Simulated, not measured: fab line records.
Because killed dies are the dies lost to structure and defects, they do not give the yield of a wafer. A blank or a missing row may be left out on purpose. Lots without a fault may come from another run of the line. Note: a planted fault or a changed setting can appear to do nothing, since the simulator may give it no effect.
fab line records    flow nand-harc
record lots=11  wafers=32  last-day=23
route steps=1159 shown P_CONTACT@236 P_M0@261 END@1159
lots with no fault: from the same line, run without faults
start-h: the number of hours between the record's first day and the start of the first shown wafer of the lot    wait-h: hours elapsed since this lot's preceding step    " the same as in the row above    L1.1+2: one row covering several wafers at once    - no value, or no start was given    * or withheld: withheld    < > ~ a bound
route shown NAME@n: NAME is a module with steps in the file, n the number in the route of the first one    usual: mean/standard deviation taken from wafers without a fault    same: alike in all rows    chamber/n: place in a boat    sites: per-site readings    _std_site: standard deviation of those values    _edge_site: the outer-site mean with the inner-site mean subtracted    radius-mm: for every site, how far away it sits from the centre of the wafer    mask NAME#n: copy n    behind: the most recent tool/chamber to have shaped the wafer    hold: cause of the lot's hold/its duration in hours/its outcome    device: the transistor (n, p or np) that didn't switch    end of line: the route-end tests of the same wafers    step lacking rows: just its recipe    killed: dies lost to structure and defects at the first sort, not the wafer's yield    map: per-die view of a wafer (x killed, . not killed, _ where there is no die)
set.NAME: the setting as run; set.NAME@STEP: as run at that earlier step    model.NAME: the simulator's own value behind a step, which no gauge read
the route's steps for a sample of lots (tables are steps, rows are wafers)
services: when a tool's chamber went out of use (start-h, in hours from the record's first day, below 0 if earlier), for how many hours, and the reason
## steps
# step NHARC_P_CONTACT_ETCH_35
# recipe target-depth-a=390  over-etch-frac=0.3  time-s=65  ion-energy-ev=80  cf4-flow-sccm=150  ar-flow-sccm=0  rf-w=300  bias-w=100  chemistry=CF4
# usual bias-w=100.02/0.28  drypump-motor-current-A=5.7/0.37  mfc-ar-sccm=0.011/0.012  oes-product-au=0.999/0.011  rf-vpp-V=151.1/1.2  showerhead-plenum-p-Torr=1.76/0.077  throttle-valve-pct=13.283/0.0091
# same time-s=65
lot.wafer  tool         chamber  start-h  wait-h  bias-w  drypump-motor-current-A  mfc-ar-sccm  oes-product-au  rf-hours-counter-h  rf-vpp-V  showerhead-plenum-p-Torr  throttle-valve-pct
L949.4     rie-diel-04  1        124.14   0.1     100.10  5.4                      0            0.992           0                   152.9     1.85                      13.266
L949.1     "            2        "        "       99.87   6.0                      0.028        1.022           0                   150.7     1.70                      13.294
L949.2     "            3        "        "       100.02  5.5                      0.002        0.998           0                   150.7     1.66                      13.274
L950.1     rie-diel-04  0        125.63   0.1     99.75   6.3                      0.032        1.004           0                   153.6     1.86                      13.282
L950.3     "            2        "        "       100.29  6.0                      0.028        1.021           0                   150.4     1.70                      13.272
L950.5     "            1        "        "       99.95   5.5                      0            1.002           -                   151.0     1.85                      13.280
L953.3     rie-diel-04  3        133.29   0.1     99.64   5.5                      0.002        0.993           1                   149.7     1.67                      13.290
L953.6     "            3        "        "       100.34  5.5                      0.002        0.994           -                   150.1     1.67                      13.283
L953.5     "            0        "        "       100.21  6.3                      0.032        0.988           -                   152.1     1.86                      13.273
L951.3     rie-diel-10  2        139.89   0.1     99.98   5.3                      0.007        1.006           50                  149.8     1.75                      13.298
L951.5     "            3        "        "       99.75   6.2                      0            0.999           -                   149.2     1.67                      13.274
L951.6     "            0        "        "       99.52   5.4                      0.008        0.993           -                   150.9     1.79                      13.295
L954.3     rie-diel-04  2        146.29   0.1     99.61   6.0                      0.028        1.020           2                   148.8     1.70                      13.284
L954.1     "            1        "        "       100.26  5.4                      0            1.007           3                   153.0     1.85                      13.274
L954.5     "            3        "        "       100.01  5.5                      0.002        0.997           -                   150.1     1.67                      13.302
L957.4     rie-diel-04  1        160.97   0.1     100.08  5.5                      0            1.006           4                   153.5     1.85                      13.287
L957.2     "            0        "        "       99.74   6.3                      0.032        0.997           4                   151.9     1.86                      13.289
L957.6     "            1        "        "       100.32  5.5                      0            1.007           -                   152.9     1.85                      13.279
L958.4     rie-diel-12  0        161.44   0.1     100.37  6.0                      0            0.976           13                  152.3     1.66                      13.279
L958.2     "            2        "        "       100.50  5.2                      0.005        0.994           12                  151.2     1.83                      13.264
L958.6     "            3        "        "       99.72   6.0                      0.013        0.984           -                   150.2     1.73                      13.285
L960.2     rie-diel-04  0        191.07   0.1     100.42  6.3                      0.032        1.013           7                   153.9     1.86                      13.292
L960.4     "            3        "        "       99.94   5.5                      0.002        0.990           7                   150.3     1.66                      13.286
L960.6     "            0        "        "       100.17  6.3                      0.032        1.001           -                   153.2     1.86                      13.288
L962.1     rie-diel-04  3        201.80   0.1     100.13  5.5                      0.002        0.992           8                   149.6     1.66                      13.281
L962.6     "            0        "        "       99.93   6.2                      0.032        1.005           -                   152.5     1.85                      13.287
L962.5     "            1        "        "       99.97   5.5                      0            0.998           -                   152.4     1.85                      13.286
L963.4     rie-diel-04  2        202.92   0.1     100.09  6.0                      0.028        1.015           8                   149.8     1.70                      13.278
L963.1     "            0        "        "       99.79   6.3                      0.032        1.011           8                   152.7     1.86                      13.296
L963.5     "            2        "        "       100.30  6.0                      0.028        1.015           -                   150.6     1.70                      13.281
L966.3     rie-diel-04  3        222.51   0.1     99.80   5.5                      0.002        1.000           12                  150.1     1.66                      13.269
L966.5     "            2        "        "       99.56   6.0                      0.028        1.013           -                   148.4     1.70                      13.289
# step NHARC_P_CONTACT_CD_MEAS_19
# usual cd-nm=89.5/1.5
lot.wafer  tool       chamber  start-h  wait-h  cd-nm
L949.1     cd-sem-03  -        124.92   -       88.4
L949.2     "          -        "        "       90.4
L949.4     "          -        "        "       88.6
L950.1     cd-sem-02  -        126.41   -       89.0
L950.3     "          -        "        "       87.4
L950.5     "          -        "        "       88.4
L953.3     cd-sem-01  -        134.09   -       87.3
L953.5     "          -        "        "       88.3
L953.6     "          -        "        "       89.0
L951.3     cd-sem-02  -        140.66   -       90.5
L951.5     "          -        "        "       93.6
L951.6     "          -        "        "       90.5
L954.1     cd-sem-03  -        147.08   -       88.7
L954.3     "          -        "        "       89.3
L954.5     "          -        "        "       91.8
L957.2     cd-sem-03  -        161.75   -       88.8
L957.4     "          -        "        "       89.0
L957.6     "          -        "        "       88.5
L958.2     cd-sem-03  -        162.22   -       87.4
L958.4     "          -        "        "       87.9
L958.6     "          -        "        "       88.7
L960.2     cd-sem-01  -        191.86   -       91.8
L960.4     "          -        "        "       89.6
L960.6     "          -        "        "       90.8
L962.1     cd-sem-02  -        202.62   -       90.7
L962.5     "          -        "        "       91.3
L962.6     "          -        "        "       89.1
L963.1     cd-sem-02  -        203.70   -       91.8
L963.4     "          -        "        "       89.5
L963.5     "          -        "        "       90.2
L966.3     cd-sem-01  -        223.29   -       90.1
L966.5     "          -        "        "       89.1
# step NHARC_P_M0_PEB_07
# recipe peb-temp-c=100  peb-time-s=65
# usual exhaust-pa=45.2/0.9
lot.wafer  tool            chamber  start-h  wait-h  exhaust-pa
L949.1     litho-track-04  0        131.34   0.1     45.9
L949.2     "               0        "        "       46.4
L949.4     "               0        "        "       46.0
L950.1     litho-track-01  0        132.02   0.1     45.5
L950.3     "               0        "        "       45.9
L950.5     "               0        "        "       44.8
L953.3     litho-track-06  0        138.33   0.1     44.9
L953.5     "               0        "        "       44.0
L953.6     "               0        "        "       46.7
L951.3     litho-track-06  0        145.33   0.0     46.0
L951.5     "               0        "        "       44.0
L951.6     "               0        "        "       44.5
L954.1     litho-track-01  0        154.65   0.1     45.1
L954.3     "               0        "        "       45.0
L954.5     "               0        "        "       45.0
L957.2     litho-track-06  0        165.19   0.1     45.4
L957.4     "               0        "        "       44.6
L957.6     "               0        "        "       45.5
L958.2     litho-track-04  0        165.70   0.1     46.9
L958.4     "               0        "        "       45.8
L958.6     "               0        "        "       46.7
L960.2     litho-track-04  0        196.22   0.1     45.2
L960.4     "               0        "        "       45.1
L960.6     "               0        "        "       43.7
L962.1     litho-track-04  0        210.94   0.1     43.5
L962.5     "               0        "        "       44.9
L962.6     "               0        "        "       43.9
L963.1     litho-track-01  0        211.45   0.1     45.8
L963.4     "               0        "        "       45.0
L963.5     "               0        "        "       45.1
L966.3     litho-track-04  0        226.19   0.0     45.3
L966.5     "               0        "        "       45.2
# step NHARC_P_M0_CD_MEAS_09
# recipe target-cd-nm=90  landing-energy-ev=500
# usual cd-nm=90.2/0.63
lot.wafer  tool       chamber  start-h  wait-h  cd-nm
L949.1     cd-sem-03  0        131.42   -       89.4
L949.2     "          0        "        "       90.2
L949.4     "          0        "        "       88.6
L950.1     cd-sem-01  0        132.10   -       90.1
L950.3     "          0        "        "       90.9
L950.5     "          0        "        "       90.3
L953.3     cd-sem-01  0        138.42   -       90.8
L953.5     "          0        "        "       90.8
L953.6     "          0        "        "       90.8
L951.3     cd-sem-03  0        145.41   -       90.4
L951.5     "          0        "        "       90.4
L951.6     "          0        "        "       90.9
L954.1     cd-sem-02  0        154.73   -       90.1
L954.3     "          0        "        "       91.0
L954.5     "          0        "        "       90.4
L957.2     cd-sem-01  0        165.27   -       91.1
L957.4     "          0        "        "       90.3
L957.6     "          0        "        "       90.3
L958.2     cd-sem-02  0        165.78   -       90.0
L958.4     "          0        "        "       89.3
L958.6     "          0        "        "       90.1
L960.2     cd-sem-01  0        196.31   -       89.4
L960.4     "          0        "        "       90.5
L960.6     "          0        "        "       91.1
L962.1     cd-sem-02  0        211.02   -       89.5
L962.5     "          0        "        "       90.2
L962.6     "          0        "        "       90.5
L963.1     cd-sem-03  0        211.53   -       90.3
L963.4     "          0        "        "       90.9
L963.5     "          0        "        "       89.9
L966.3     cd-sem-03  0        226.27   -       92.0
L966.5     "          0        "        "       91.7
# step NHARC_P_M0_ETCH_15
# recipe target-depth-a=1500  overetch-a=150  time-s=82.5  c4f8-flow-sccm=withheld  ar-flow-sccm=400  rf-w=600  bias-w=300  chemistry=C4F8/Ar
# usual bias-w=300.0/0.89  oes-product-au=0.954/0.021  rf-vpp-V=440.3/2.3
# same time-s=82.5
lot.wafer  tool         chamber  start-h  wait-h  bias-w  oes-product-au  rf-hours-counter-h  rf-vpp-V
L949.2     rie-diel-01  0        -        -       300.1   0.958           12                  440.0
L949.4     "            1        "        "       299.6   0.963           13                  445.5
L949.1     "            2        "        "       299.8   0.974           13                  440.6
L950.3     rie-diel-01  2        -        -       299.3   0.973           13                  441.0
L950.1     "            1        "        "       297.8   0.942           13                  444.3
L950.5     "            3        "        "       299.5   0.960           -                   439.4
L953.3     rie-diel-07  1        -        -       300.0   0.958           6                   438.2
L953.5     "            1        "        "       298.9   0.959           -                   438.2
L953.6     "            2        "        "       300.3   0.947           -                   438.0
L951.3     rie-diel-05  2        -        -       299.8   0.931           12                  438.4
L951.5     "            3        "        "       301.2   0.912           -                   438.2
L951.6     "            0        "        "       299.9   0.919           -                   442.1
L954.3     rie-diel-05  1        -        -       299.4   0.925           13                  437.0
L954.1     "            0        "        "       299.5   0.905           12                  440.3
L954.5     "            1        "        "       299.5   0.932           -                   436.8
L957.2     rie-diel-01  2        -        -       301.9   0.977           1                   440.4
L957.4     "            3        "        "       300.2   0.944           1                   440.0
L957.6     "            2        "        "       301.1   0.976           -                   441.1
L958.2     rie-diel-01  3        -        -       300.4   0.969           1                   438.6
L958.4     "            0        "        "       300.8   0.942           2                   439.0
L958.6     "            2        "        "       300.9   0.981           -                   441.6
L960.4     rie-diel-01  3        -        -       299.1   0.935           3                   439.7
L960.2     "            1        "        "       301.2   0.944           4                   445.4
L960.6     "            0        "        "       299.2   0.942           -                   439.2
L962.1     rie-diel-01  2        -        -       300.4   0.965           4                   441.0
L962.5     "            1        "        "       299.8   0.980           -                   446.0
L962.6     "            2        "        "       298.6   0.961           -                   441.2
L963.4     rie-diel-07  2        -        -       299.8   0.918           9                   439.5
L963.1     "            0        "        "       299.1   0.914           9                   439.0
L963.5     "            2        "        "       300.5   0.929           -                   439.2
L966.3     rie-diel-05  3        -        -       300.1   0.955           5                   437.6
L966.5     "            3        "        "       301.2   0.957           -                   438.8
# step NHARC_END_SORT_01
# recipe temp-c=25
# usual defect-limited-yield=95.1/1.6  killed-at-array=29/11  killed-at-other=0.7/1.1  killed-at-periphery=2.9/2.2  killed-dies=33/11  killed-open=3.1/1.8  killed-short=1.9/1.4  sort_bin_2_pct=1.6/0.64  sort_bin_3_pct=0.26/0.18  sort_bin_4_pct=3.1/1.1  sort-n-pass=644/11  sort-rim-yield-pct=95.7/2.8  sort-yield-pct=95.1/1.6
# same gross-dies=677  sort_bin_5_pct[%]=0  sort_bin_6_pct[%]=0  sort_bin_7_pct[%]=0  sort_bin_8_pct[%]=0  sort-rim-n-gross=106.00
lot.wafer  tool       chamber  start-h  wait-h  defect-limited-yield[%]  killed-at-array  killed-at-other  killed-at-periphery  killed-dies  killed-open  killed-short  sort_bin_2_pct[%]  sort_bin_3_pct[%]  sort_bin_4_pct[%]  sort-n-pass  sort-rim-yield-pct[%]  sort-yield-pct[%]
L950.1     prober-01  0        448.51   2.5     96.2                     22               0                4                    26           2            1             1.3                0                  2.5                651          97.2                   96.2
L950.3     prober-01  0        450.10   3.1     94.2                     37               0                2                    39           7            2             1.9                0.44               3.4                638          98.1                   94.2
L950.5     prober-01  0        451.69   3.7     95.4                     28               1                2                    31           4            0             1.5                0.30               2.8                646          95.3                   95.4
L949.1     prober-02  0        461.32   7.4     95.7                     18               0                11                   29           3            1             1.8                0                  2.5                648          99.1                   95.7
L949.2     prober-02  0        462.11   7.7     96.2                     19               0                7                    26           0            3             0.9                0.30               2.7                651          99.1                   96.2
L949.4     prober-02  0        463.69   8.2     95.9                     18               1                9                    28           3            1             1.5                0                  2.7                649          93.4                   95.9
L953.3     prober-01  0        465.62   3.1     94.5                     35               0                2                    37           4            0             1.3                0.15               4.0                640          92.5                   94.5
L953.5     prober-01  0        467.21   3.7     93.9                     36               1                4                    41           4            2             1.9                0.30               3.8                636          91.5                   93.9
L953.6     prober-01  0        468.01   4.0     93.1                     43               0                4                    47           5            2             2.5                0.15               4.3                630          95.3                   93.1
L951.3     prober-02  0        470.70   3.1     95.7                     25               0                4                    29           5            3             2.2                0.15               1.9                648          94.3                   95.7
L951.5     prober-02  0        472.30   3.7     96.6                     20               0                3                    23           5            1             0.7                0.44               2.2                654          93.4                   96.6
L951.6     prober-02  0        473.10   4.0     95.3                     29               0                3                    32           5            3             1.3                0.30               3.1                645          96.2                   95.3
L954.1     prober-01  0        479.09   2.5     94.4                     35               1                2                    38           4            3             2.1                0.30               3.2                639          94.3                   94.4
L954.3     prober-01  0        480.71   3.1     95.3                     30               0                2                    32           1            0             1.6                0.30               2.8                645          92.5                   95.3
L954.5     prober-01  0        482.34   3.7     94.5                     33               0                4                    37           4            2             2.4                0.15               3.0                640          96.2                   94.5
L958.2     prober-01  0        497.66   2.8     94.7                     34               2                0                    36           3            0             1.6                0.15               3.5                641          99.1                   94.7
L958.4     prober-01  0        499.26   3.4     96.0                     24               1                2                    27           3            4             1.5                0.59               1.9                650          95.3                   96.0
L958.6     prober-01  0        500.86   4.0     95.0                     29               2                3                    34           5            2             2.2                0                  2.8                643          98.1                   95.0
L957.2     prober-02  0        497.73   2.8     96.2                     25               1                0                    26           2            3             1.5                0.30               2.1                651          95.3                   96.2
L957.4     prober-02  0        499.32   3.4     96.2                     23               0                3                    26           1            0             1.2                0.15               2.5                651          97.2                   96.2
L957.6     prober-02  0        500.90   4.0     95.1                     29               0                4                    33           3            1             1.9                0                  3.0                644          92.5                   95.1
L960.2     prober-01  0        506.67   2.8     97.0                     18               0                2                    20           2            1             0.7                0.30               1.9                657          95.3                   97.0
L960.4     prober-01  0        508.25   3.4     96.9                     19               0                2                    21           5            1             0.7                0.30               2.1                656          97.2                   96.9
L960.6     prober-01  0        509.84   4.0     95.6                     29               0                1                    30           2            2             1.5                0.30               2.7                647          94.3                   95.6
L962.1     prober-02  0        517.37   2.5     97.6                     15               0                1                    16           1            0             0.7                0.15               1.5                661          96.2                   97.6
L962.5     prober-02  0        520.50   3.6     97.0                     12               4                4                    20           3            1             0.9                0                  2.1                657          99.1                   97.0
L962.6     prober-02  0        521.28   3.9     97.5                     15               0                2                    17           1            0             0.9                0                  1.6                660          97.2                   97.5
L963.1     prober-01  0        521.42   2.5     92.8                     44               1                4                    49           5            1             1.9                0.59               4.7                628          89.6                   92.8
L963.4     prober-01  0        523.80   3.4     92.3                     49               3                0                    52           2            2             3.0                0                  4.7                625          93.4                   92.3
L963.5     prober-01  0        524.59   3.7     93.6                     33               7                3                    43           3            1             2.2                0.15               4.0                634          91.5                   93.6
L966.3     prober-01  0        543.48   3.1     93.1                     41               0                6                    47           2            2             2.1                0.59               4.3                630          96.2                   93.1
L966.5     prober-01  0        545.08   3.7     94.7                     32               1                3                    36           3            3             1.8                0.30               3.2                641          97.2                   94.7
# killed by level:class
L950.1 A_CHANNEL_HOLE_D1:chamber-film-flake=9 A_SLIT:chamber-film-flake=7 P_GATE:chamber-film-flake=2 A_CONTACT:chamber-film-flake=2 P_GATE:geometric-particle:open=1 A_SOURCE_PLATE:geometric-particle:open=1 A_M0:geometric-particle:short=1 P_STI:chamber-film-flake=1
L950.3 A_CHANNEL_HOLE_D1:chamber-film-flake=15 A_SLIT:chamber-film-flake=10 A_WL_FILL:geometric-particle:open=2 A_CONTACT:geometric-particle:open=2 P_CONTACT:geometric-particle:open=1 A_SOURCE_PLATE:geometric-particle:short=1 A_SOURCE_PLATE:geometric-particle:open=1 A_M0:geometric-particle:short=1
L950.5 A_SLIT:chamber-film-flake=12 A_CHANNEL_HOLE_D1:chamber-film-flake=8 P_CONTACT:chamber-film-flake=2 A_CHANNEL_FILL_D1:geometric-particle:open=1 A_WL_FILL:geometric-particle:open=1 A_CONTACT:geometric-particle:open=1 A_M0:geometric-particle:open=1 A_ZERO_WELL:chamber-film-flake=1
L949.1 A_SLIT:chamber-film-flake=11 P_GATE:chamber-film-flake=5 P_ZERO_WELL:chamber-film-flake=3 A_CONTACT:geometric-particle:open=2 A_CHANNEL_HOLE_D1:chamber-film-flake=2 P_CONTACT:geometric-particle:open=1 A_WL_FILL:geometric-particle:short=1 P_CONTACT:chamber-film-flake=1
L949.2 A_SLIT:chamber-film-flake=9 P_GATE:chamber-film-flake=3 A_CONTACT:chamber-film-flake=3 A_CHANNEL_FILL_D1:geometric-particle:short=2 P_STI:chamber-film-flake=2 A_CHANNEL_HOLE_D1:chamber-film-flake=2 A_WL_FILL:chamber-film-flake=2 A_ONON_D1:geometric-particle:short=1
L949.4 A_SLIT:chamber-film-flake=13 P_CONTACT:chamber-film-flake=4 P_GATE:chamber-film-flake=2 A_CONTACT:chamber-film-flake=2 P_CONTACT:geometric-particle:open=1 A_ONON_D1:geometric-particle:short=1 A_M0:geometric-particle:open=1 P_ZERO_WELL:chamber-film-flake=1
L953.3 A_CHANNEL_HOLE_D1:chamber-film-flake=12 A_SLIT:chamber-film-flake=7 A_CONTACT:chamber-film-flake=7 A_SGD_CUT:chamber-film-flake=4 A_CHANNEL_FILL_D1:geometric-particle:open=2 A_WL_FILL:geometric-particle:open=1 A_CONTACT:geometric-particle:open=1 P_ZERO_WELL:chamber-film-flake=1
L953.5 A_CHANNEL_HOLE_D1:chamber-film-flake=13 A_SLIT:chamber-film-flake=8 A_SGD_CUT:chamber-film-flake=6 A_CONTACT:chamber-film-flake=5 P_CONTACT:geometric-particle:open=1 P_M0:geometric-particle:short=1 P_M1:geometric-particle:open=1 A_SOURCE_PLATE:geometric-particle:short=1
L953.6 A_SLIT:chamber-film-flake=12 A_CHANNEL_HOLE_D1:chamber-film-flake=7 A_SGD_CUT:chamber-film-flake=5 A_STAIRCASE:chamber-film-flake=4 A_CONTACT:chamber-film-flake=4 A_M0:chamber-film-flake=4 A_WL_FILL:geometric-particle:open=2 A_WL_FILL:geometric-particle:short=2
L951.3 A_CHANNEL_HOLE_D1:chamber-film-flake=15 A_CONTACT:geometric-particle:open=3 P_CONTACT:chamber-film-flake=2 A_CONTACT:chamber-film-flake=2 P_M0:geometric-particle:open=1 P_BONDPAD:geometric-particle:open=1 A_STAIRCASE:geometric-particle:short=1 A_CONTACT:geometric-particle:short=1
L951.5 A_CHANNEL_HOLE_D1:chamber-film-flake=12 A_CONTACT:chamber-film-flake=3 A_CONTACT:geometric-particle:open=2 P_M0:geometric-particle:open=1 P_M1:geometric-particle:open=1 A_ONON_D1:geometric-particle:open=1 A_M0:geometric-particle:short=1 P_GATE:chamber-film-flake=1
L951.6 A_CHANNEL_HOLE_D1:chamber-film-flake=16 A_CONTACT:chamber-film-flake=5 A_M0:geometric-particle:open=2 P_STI:geometric-particle:short=1 P_M0:geometric-particle:open=1 A_ONON_D1:geometric-particle:short=1 A_ONON_D1:geometric-particle:open=1 A_CHANNEL_FILL_D1:geometric-particle:short=1
L954.1 A_CHANNEL_HOLE_D1:chamber-film-flake=13 A_SLIT:chamber-film-flake=10 A_CONTACT:chamber-film-flake=5 P_M2:geometric-particle:open=1 A_CHANNEL_FILL_D1:geometric-particle:short=1 A_WL_FILL:geometric-particle:open=1 A_WL_FILL:geometric-particle:short=1 A_CONTACT:geometric-particle:open=1
L954.3 A_CHANNEL_HOLE_D1:chamber-film-flake=11 A_SLIT:chamber-film-flake=10 A_CONTACT:chamber-film-flake=6 P_ZERO_WELL:chamber-film-flake=2 A_ZERO_WELL:chamber-film-flake=2 A_CONTACT:geometric-particle:open=1
L954.5 A_CHANNEL_HOLE_D1:chamber-film-flake=14 A_SLIT:chamber-film-flake=10 P_ZERO_WELL:chamber-film-flake=3 A_CONTACT:geometric-particle:open=2 A_WL_FILL:chamber-film-flake=2 P_M0:geometric-particle:open=1 A_ONON_D1:geometric-particle:open=1 A_ONON_D1:geometric-particle:short=1
L958.2 A_SLIT:chamber-film-flake=18 A_CHANNEL_HOLE_D1:chamber-film-flake=8 A_CONTACT:chamber-film-flake=4 A_STAIRCASE:chamber-film-flake=2 A_CONTACT:geometric-particle:open=1 A_M0:geometric-particle:open=1 STARTING-WAFER:geometric-particle:open=1 HYBRID_BOND:chamber-film-flake=1
L957.2 A_CHANNEL_HOLE_D1:chamber-film-flake=16 A_STAIRCASE:chamber-film-flake=3 A_CONTACT:geometric-particle:open=2 A_CONTACT:chamber-film-flake=2 A_WL_FILL:geometric-particle:short=1 A_CONTACT:geometric-particle:short=1 STARTING-WAFER:geometric-particle:short=1
L958.4 A_SLIT:chamber-film-flake=11 A_CHANNEL_HOLE_D1:chamber-film-flake=3 A_CONTACT:geometric-particle:short=2 A_CONTACT:chamber-film-flake=2 P_GATE:geometric-particle:open=1 A_ONON_D1:geometric-particle:open=1 A_CHANNEL_FILL_D1:geometric-particle:short=1 A_WL_FILL:geometric-particle:short=1
L957.4 A_CHANNEL_HOLE_D1:chamber-film-flake=13 A_CONTACT:chamber-film-flake=5 A_STAIRCASE:chamber-film-flake=2 A_CONTACT:geometric-particle:open=1 P_ZERO_WELL:chamber-film-flake=1 P_STI:chamber-film-flake=1 P_M1:chamber-film-flake=1 A_ZERO_WELL:chamber-film-flake=1
L958.6 A_SLIT:chamber-film-flake=13 A_CHANNEL_HOLE_D1:chamber-film-flake=5 A_STAIRCASE:chamber-film-flake=5 A_CONTACT:chamber-film-flake=2 P_M0:geometric-particle:open=1 P_M0:geometric-particle:short=1 A_ONON_D1:geometric-particle:open=1 A_ONON_D1:geometric-particle:short=1
L957.6 A_CHANNEL_HOLE_D1:chamber-film-flake=18 A_CONTACT:chamber-film-flake=7 A_STAIRCASE:chamber-film-flake=2 P_CONTACT:geometric-particle:open=1 P_M0:geometric-particle:open=1 P_M1:geometric-particle:short=1 A_CHANNEL_FILL_D1:geometric-particle:open=1 P_GATE:chamber-film-flake=1
L960.2 A_CHANNEL_HOLE_D1:chamber-film-flake=10 A_CONTACT:chamber-film-flake=3 A_STAIRCASE:chamber-film-flake=2 P_CONTACT:geometric-particle:short=1 P_M1:geometric-particle:open=1 A_WL_FILL:geometric-particle:open=1 A_CHANNEL_FILL_D1:chamber-film-flake=1 A_SLIT:chamber-film-flake=1
L960.4 A_CHANNEL_HOLE_D1:chamber-film-flake=11 A_CONTACT:geometric-particle:open=2 A_STAIRCASE:chamber-film-flake=2 P_M0:geometric-particle:open=1 P_M2:geometric-particle:open=1 A_CONTACT:geometric-particle:short=1 A_M0:geometric-particle:open=1 A_CHANNEL_FILL_D1:chamber-film-flake=1
L960.6 A_CHANNEL_HOLE_D1:chamber-film-flake=22 A_CHANNEL_FILL_D1:chamber-film-flake=3 P_M0:geometric-particle:open=1 A_ONON_D1:geometric-particle:short=1 A_SGD_CUT:geometric-particle:short=1 A_CONTACT:geometric-particle:open=1 A_STAIRCASE:chamber-film-flake=1
L962.1 A_STAIRCASE:chamber-film-flake=6 A_CHANNEL_HOLE_D1:chamber-film-flake=3 A_CHANNEL_FILL_D1:chamber-film-flake=3 A_ONON_D1:geometric-particle:open=1 P_STI:chamber-film-flake=1 A_WL_FILL:chamber-film-flake=1 A_CONTACT:chamber-film-flake=1
L962.5 A_CHANNEL_HOLE_D1:chamber-film-flake=7 A_STAIRCASE:chamber-film-flake=3 P_STI:chamber-film-flake=2 THIN_TSV:chamber-film-flake=2 P_CONTACT:geometric-particle:open=1 P_M0:geometric-particle:open=1 A_ONON_D1:geometric-particle:open=1 STARTING-WAFER:geometric-particle:short=1
L962.6 A_STAIRCASE:chamber-film-flake=9 A_CHANNEL_HOLE_D1:chamber-film-flake=3 A_CONTACT:geometric-particle:open=1 P_ZERO_WELL:chamber-film-flake=1 P_STI:chamber-film-flake=1 A_CHANNEL_FILL_D1:chamber-film-flake=1 A_SLIT:chamber-film-flake=1
L963.1 A_SLIT:chamber-film-flake=18 A_CHANNEL_HOLE_D1:chamber-film-flake=17 A_STAIRCASE:chamber-film-flake=3 A_CONTACT:chamber-film-flake=3 P_STI:geometric-particle:open=1 P_CONTACT:geometric-particle:open=1 P_M1:geometric-particle:open=1 A_SOURCE_PLATE:geometric-particle:short=1
L963.4 A_SLIT:chamber-film-flake=21 A_CHANNEL_HOLE_D1:chamber-film-flake=18 A_STAIRCASE:chamber-film-flake=3 THIN_TSV:chamber-film-flake=3 A_CONTACT:chamber-film-flake=2 A_SOURCE_PLATE:geometric-particle:open=1 A_CHANNEL_FILL_D1:geometric-particle:short=1 A_WL_FILL:geometric-particle:short=1
L963.5 A_CHANNEL_HOLE_D1:chamber-film-flake=17 A_SLIT:chamber-film-flake=8 A_STAIRCASE:chamber-film-flake=6 THIN_TSV:chamber-film-flake=6 P_GATE:geometric-particle:open=1 P_M1:geometric-particle:open=1 A_CONTACT:geometric-particle:short=1 A_BLC:geometric-particle:open=1
L966.3 A_SLIT:chamber-film-flake=21 A_CONTACT:chamber-film-flake=6 A_CHANNEL_HOLE_D1:chamber-film-flake=5 A_STAIRCASE:chamber-film-flake=3 P_STI:chamber-film-flake=2 P_GATE:chamber-film-flake=2 A_CHANNEL_FILL_D1:chamber-film-flake=2 A_BLC:chamber-film-flake=2
L966.5 A_SLIT:chamber-film-flake=13 A_CHANNEL_HOLE_D1:chamber-film-flake=5 A_CONTACT:chamber-film-flake=5 A_STAIRCASE:chamber-film-flake=4 A_M0:geometric-particle:open=2 P_STI:chamber-film-flake=2 A_CHANNEL_FILL_D1:geometric-particle:short=1 A_WL_FILL:geometric-particle:short=1
## services
tool            chamber  start-h  hours  kind
rie-diel-04     2        111.87   8.5    repair
rie-diel-04     -        111.90   9.0    pm
rie-diel-04     0        111.90   9.0    vent-cycle
rie-diel-04     1        111.90   9.0    vent-cycle
rie-diel-04     3        111.90   9.0    vent-cycle
litho-track-06  -        117.00   7.0    pm
rie-diel-04     0        120.90   -      clean
rie-diel-04     1        120.90   -      clean
rie-diel-01     3        125.16   3.9    repair
rie-diel-10     0        131.38   2.7    repair
rie-diel-01     -        137.80   9.0    pm
litho-track-04  -        141.00   7.0    pm
rie-diel-05     -        163.60   9.0    pm
rie-diel-10     -        176.50   9.0    pm
rie-diel-04     2        178.37   1.5    repair
rie-diel-01     2        184.28   5.6    repair
rie-diel-12     2        184.40   13.2   repair
rie-diel-01     3        186.25   1.9    repair
rie-diel-04     -        195.89   0.3    repair
rie-diel-12     -        202.52   9.0    pm
rie-diel-04     0        206.22   5.4    repair
rie-diel-05     1        207.98   10.8   repair
rie-diel-04     0        215.23   5.7    repair
rie-diel-10     0        219.55   4.4    repair
## key
first-sign step=NHARC_P_M0_CD_MEAS_09  reading=cd-nm  direction=up  sigmas=2.7  usual=90.2  struck=91.9
effect none on later readings
met-at NHARC_P_M0_PEB_07
struck-lots L966
struck-wafers L966.3,L966.5
not-acting-at NHARC_P_CONTACT_ETCH_35,NHARC_P_CONTACT_CD_MEAS_19,NHARC_P_M0_ETCH_15
onset-between 210.94 226.19
also-fits time
fault kind=process-parameter-drift  tool=litho-track-04  chamber=-  onset-h=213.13  steps=NHARC_P_M0_PEB_07  channel=peb-time-s  offset=*  shape=step  end-h=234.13  scope=struck-wafers-only  acts-in=*  stated=*
